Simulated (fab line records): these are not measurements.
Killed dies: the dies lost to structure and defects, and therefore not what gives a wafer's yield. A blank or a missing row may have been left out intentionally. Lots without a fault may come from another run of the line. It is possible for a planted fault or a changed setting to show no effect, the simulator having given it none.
Split-lot trial || flow n5Finfet || route with 1938 steps; 7 lots, 21 wafers read

SPLIT DETAILS
At N5_BEOL_M9_TRENCH_ETCH_37 (etches SiCOH lowk in C4F6/O2, target depth 151.43 nm, time 49 s), the setting timeS was moved away from the recipe's 49 s on 8 of the 21 wafers read, by -16.2% to +14.8%. All remaining wafers had this setting at the recipe value.

FROM THE SPLIT TO THE READING: what the file shows between them, 11 steps
- N5_BEOL_M9_ETCH_41: etches SiCN in CH3F/O2, target depth 36.6 nm, time 70.1 s
- N5_BEOL_M9_STRIP_80: strips in N2/H2, time 10 s
- N5_BEOL_M9_OCD_MEAS_38
- N5_BEOL_M9_HM_STRIP_39: strips TiN in peroxide tin strip, target depth 25 nm, time 158 s
- N5_BEOL_M9_SRD_40: time 30 s
- N5_BEOL_M9_ECD_50: material Cu, target thk 318 nm
- N5_BEOL_M9_ANNEAL_51: time 90 s
- N5_BEOL_M9_CMP_52: polishes, stops on SiCOH lowk, t overpolish 7 s, target thk 140 nm
- N5_BEOL_M9_THK_MEAS_53: measures by xrf
- N5_BEOL_M9_PRE_CLEAN_55: time 15 s
- N5_BEOL_M9_DEP_56: deposits SiCN from 3MS/NH3, target thk 15 nm, time 26.5 s

THE READING
At N5_BEOL_M9_RS_MEAS_57, a four-point-probe measurement gives M9_RS in ohm/sq. Typical for fault-free wafers on this fab line: 0.151 ohm/sq, with standard deviation 0.004 ohm/sq.

{"wafer": "L077.1", "tool, chamber at the split": "rieDiel-05, 3", "timeS as run, s": 51.85, "against the recipe": "+5.8%", "M9_RS, ohm/sq": 0.135, "against lot-mates on the recipe": -0.007}
{"wafer": "L077.2", "tool, chamber at the split": "rieDiel-05, 2", "timeS as run, s": 49, "against the recipe": "recipe", "M9_RS, ohm/sq": 0.142, "against lot-mates on the recipe": "-"}
{"wafer": "L077.5", "tool, chamber at the split": "rieDiel-05, 1", "timeS as run, s": 51.85, "against the recipe": "+5.8%", "M9_RS, ohm/sq": 0.139, "against lot-mates on the recipe": -0.003}
{"wafer": "L079.4", "tool, chamber at the split": "rieDiel-06, 3", "timeS as run, s": 49, "against the recipe": "recipe", "M9_RS, ohm/sq": 0.154, "against lot-mates on the recipe": "-"}
{"wafer": "L079.5", "tool, chamber at the split": "rieDiel-06, 1", "timeS as run, s": 55.68, "against the recipe": "+13.6%", "M9_RS, ohm/sq": 0.129, "against lot-mates on the recipe": -0.025}
{"wafer": "L079.6", "tool, chamber at the split": "rieDiel-06, 0", "timeS as run, s": 55.68, "against the recipe": "+13.6%", "M9_RS, ohm/sq": 0.127, "against lot-mates on the recipe": -0.027}
{"wafer": "L082.1", "tool, chamber at the split": "rieDiel-06, 1", "timeS as run, s": 49, "against the recipe": "recipe", "M9_RS, ohm/sq": 0.157, "against lot-mates on the recipe": "-"}
{"wafer": "L082.4", "tool, chamber at the split": "rieDiel-06, 2", "timeS as run, s": 49, "against the recipe": "recipe", "M9_RS, ohm/sq": 0.147, "against lot-mates on the recipe": "-"}
{"wafer": "L082.5", "tool, chamber at the split": "rieDiel-06, 3", "timeS as run, s": 49, "against the recipe": "recipe", "M9_RS, ohm/sq": 0.155, "against lot-mates on the recipe": "-"}
{"wafer": "L086.1", "tool, chamber at the split": "rieDiel-03, 3", "timeS as run, s": 56.24, "against the recipe": "+14.8%", "M9_RS, ohm/sq": 0.134, "against lot-mates on the recipe": -0.015}
{"wafer": "L086.3", "tool, chamber at the split": "rieDiel-03, 0", "timeS as run, s": 49, "against the recipe": "recipe", "M9_RS, ohm/sq": 0.148, "against lot-mates on the recipe": "-"}
{"wafer": "L086.5", "tool, chamber at the split": "rieDiel-03, 0", "timeS as run, s": 49, "against the recipe": "recipe", "M9_RS, ohm/sq": 0.151, "against lot-mates on the recipe": "-"}
{"wafer": "L087.2", "tool, chamber at the split": "rieDiel-03, 1", "timeS as run, s": 41.04, "against the recipe": "-16.2%", "M9_RS, ohm/sq": 0.193, "against lot-mates on the recipe": "+0.041"}
{"wafer": "L087.3", "tool, chamber at the split": "rieDiel-03, 3", "timeS as run, s": 49, "against the recipe": "recipe", "M9_RS, ohm/sq": 0.152, "against lot-mates on the recipe": "-"}
{"wafer": "L087.5", "tool, chamber at the split": "rieDiel-03, 1", "timeS as run, s": 41.04, "against the recipe": "-16.2%", "M9_RS, ohm/sq": 0.193, "against lot-mates on the recipe": "+0.041"}
{"wafer": "L093.1", "tool, chamber at the split": "rieDiel-03, 2", "timeS as run, s": 49, "against the recipe": "recipe", "M9_RS, ohm/sq": 0.144, "against lot-mates on the recipe": "-"}
{"wafer": "L093.5", "tool, chamber at the split": "rieDiel-03, 2", "timeS as run, s": 49, "against the recipe": "recipe", "M9_RS, ohm/sq": 0.148, "against lot-mates on the recipe": "-"}
{"wafer": "L093.6", "tool, chamber at the split": "rieDiel-03, 1", "timeS as run, s": 54.71, "against the recipe": "+11.7%", "M9_RS, ohm/sq": 0.134, "against lot-mates on the recipe": -0.012}
{"wafer": "L097.1", "tool, chamber at the split": "rieDiel-06, 1", "timeS as run, s": 49, "against the recipe": "recipe", "M9_RS, ohm/sq": 0.155, "against lot-mates on the recipe": "-"}
{"wafer": "L097.4", "tool, chamber at the split": "rieDiel-06, 3", "timeS as run, s": 49, "against the recipe": "recipe", "M9_RS, ohm/sq": 0.156, "against lot-mates on the recipe": "-"}
{"wafer": "L097.6", "tool, chamber at the split": "rieDiel-06, 0", "timeS as run, s": 49, "against the recipe": "recipe", "M9_RS, ohm/sq": 0.149, "against lot-mates on the recipe": "-"}

THE FIT
A straight line over all 21 wafers: M9_RS changes by -0.00201 ohm/sq for each +1% of timeS; r = -0.94; the points scatter about the line by 0.0058 ohm/sq.
The same after taking each lot's own level away (the mean of its wafers on the recipe; 21 wafers): -0.00193 ohm/sq for each +1%; r = -0.95; scatter 0.0051 ohm/sq.
On that fit, the largest move of timeS shifts the reading by 0.031 ohm/sq.
Measured against the standard deviation above, the lots' own levels, which go from 0.1420 to 0.1540 ohm/sq, span 3.0 times it.
Consequently the slope shifts little with the lot-to-lot level, the two slopes agreeing.
Check: +0.0312 ohm/sq against its lot-mates is what the line predicts for one of the wafers moved furthest among these (-16.2%) when that wafer is left out of the fit. It came out at +0.041 ohm/sq against them.

OTHER SPLITS ON THESE WAFERS
These wafers also went through other splits before the reading. Each is held against what the fit with the lots' levels taken away leaves over:
{"other split on the same wafers": "N5_BEOL_M7_ILD_DEP_00 timeS", "wafers away from the commonest value": 5, "r with M9_RS (lot level and that fit taken away)": -0.22}
{"other split on the same wafers": "N5_BEOL_M7_COAT_05 spinRpm", "wafers away from the commonest value": 5, "r with M9_RS (lot level and that fit taken away)": "+0.07"}
{"other split on the same wafers": "N5_BEOL_M8_ILD_DEP_00 timeS", "wafers away from the commonest value": 3, "r with M9_RS (lot level and that fit taken away)": -0.13}
{"other split on the same wafers": "N5_BEOL_M8_PECVD_70 tempC", "wafers away from the commonest value": 7, "r with M9_RS (lot level and that fit taken away)": -0.27}
{"other split on the same wafers": "N5_BEOL_M8_ETCH_62 sourceW", "wafers away from the commonest value": 2, "r with M9_RS (lot level and that fit taken away)": -0.31}

THE WHOLE CHAIN: every reading that the file lists as answering this split, in the file's order
{"step": "N5_BEOL_M9_TRENCH_ETCH_37", "what it does": "etches SiCOH lowk in C4F6/O2, target depth 151.43 nm, time 49 s", "reading": "BEOL_M9.featureDepthNm (the simulator's own value, which no gauge read)", "change (the file's fit)": "+1.33 nm for each +1% of the setting", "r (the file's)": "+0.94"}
{"step": "N5_BEOL_M9_TRENCH_ETCH_37", "what it does": "etches SiCOH lowk in C4F6/O2, target depth 151.43 nm, time 49 s", "reading": "etch.depthNm (the simulator's own value, which no gauge read)", "change (the file's fit)": "+1.33 nm for each +1% of the setting", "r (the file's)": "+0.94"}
{"step": "N5_BEOL_M9_OCD_MEAS_38", "what it does": "", "reading": "trenchDepthNm", "change (the file's fit)": "+1.34 nm for each +1% of the setting", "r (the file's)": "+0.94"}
{"step": "N5_BEOL_M9_CMP_52", "what it does": "polishes, stops on SiCOH lowk, t overpolish 7 s, target thk 140 nm", "reading": "Cu_of_BEOL_M9_ECD_50.thkNm (the simulator's own value, which no gauge read)", "change (the file's fit)": "+1.38 nm for each +1% of the setting", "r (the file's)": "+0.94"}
{"step": "N5_BEOL_M9_THK_MEAS_53", "what it does": "measures by xrf", "reading": "M9_THK", "change (the file's fit)": "+1.41 for each +1% of the setting", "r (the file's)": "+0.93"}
{"step": "N5_BEOL_M9_RS_MEAS_57", "what it does": "measures by four-point-probe", "reading": "M9_RS", "change (the file's fit)": "-0.0017 for each +1% of the setting", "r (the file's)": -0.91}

FILE'S OWN FIT
M9_RS changes by -0.0017 ohm/sq for each +1% of timeS, r = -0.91.
